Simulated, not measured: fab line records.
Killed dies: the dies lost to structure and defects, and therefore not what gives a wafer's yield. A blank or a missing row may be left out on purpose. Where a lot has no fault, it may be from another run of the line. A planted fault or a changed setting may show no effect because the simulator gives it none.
Matching of chambers ; flow n5 finfet ; N5_HKMG_FIN_DESCUM_17 on rie diel-02: 4 sister chambers
The step chemistry O2, time 7.9 s. 22 wafers are shown with their chamber, then 11 later ones without.

WAFERS, EACH WITH ITS CHAMBER
wafer;chamber;drypump motor current A (A);showerhead plenum p Torr (Torr);throttle valve pct (%)
L074.1;0;5.3;2.23;20.11
L074.2;1;5.5;2.21;20.28
L074.3;3;5.9;2.18;20.18
L075.1;3;5.9;2.18;20.17
L075.4;2;6.4;2.06;20.51
L075.5;0;5.3;2.23;20.10
L078.1;1;5.5;2.21;20.28
L078.2;0;5.3;2.23;20.11
L078.3;2;6.4;2.06;20.54
L078.4;3;5.9;2.18;20.19
L078.5;3;5.9;2.18;20.18
L078.6;2;6.4;2.06;20.53
L080.1;3;5.9;2.17;20.19
L080.2;1;5.4;2.21;20.28
L080.6;1;5.4;2.21;20.29
L088.1;2;6.4;2.06;20.56
L088.2;1;5.4;2.20;20.32
L088.5;1;5.4;2.20;20.30
L089.1;3;5.9;2.17;20.23
L089.2;1;5.5;2.20;20.32
L089.3;2;6.4;2.05;20.57
L089.4;0;5.3;2.22;20.14

SIGNATURES, as means of the wafers listed above
reading;chamber 0;chamber 1;chamber 2;chamber 3;scatter within a chamber
drypump motor current A;5.300;5.443;6.400;5.900;0.0309
showerhead plenum p Torr;2.2275;2.2057;2.0580;2.1767;0.00505
throttle valve pct;20.1150;20.2957;20.5420;20.1900;0.0202
Rule: a wafer lies at a distance from a chamber equal to the root of the sum of squares, over the readings, of (its reading less the chamber's mean, divided by the reading's scatter). If the next closest chamber is less than 2 further off than the closest, the wafer can't be placed; otherwise it belongs to the closest. The scatter is the square root of a quotient: the sum, over the shown wafers, of each reading's squared deviation from its chamber's mean, divided by wafers minus chambers.

WAFERS WITHOUT THEIR CHAMBER
wafer;drypump motor current A (A);showerhead plenum p Torr (Torr);throttle valve pct (%)
L089.5;5.5;2.20;20.31
L089.6;5.3;2.22;20.16
L090.1;5.5;2.20;20.31
L090.4;5.9;2.17;20.22
L090.5;5.3;2.22;20.13
L091.1;5.5;2.20;20.30
L091.2;6.4;2.05;20.56
L091.3;5.9;2.17;20.24
L091.4;5.3;2.22;20.17
L091.5;6.4;2.05;20.57
L091.6;5.9;2.17;20.23

CHAMBER TAKEN BY EACH
wafer;from the rows above;in truth
L089.5;1;1
L089.6;0;0
L090.1;1;1
L090.4;3;3
L090.5;0;0
L091.1;1;1
L091.2;2;2
L091.3;3;3
L091.4;0;0
L091.5;2;2
L091.6;3;3
11 of 11 placed correctly. Not placeable from these rows: 0. Number placed wrongly: 0.
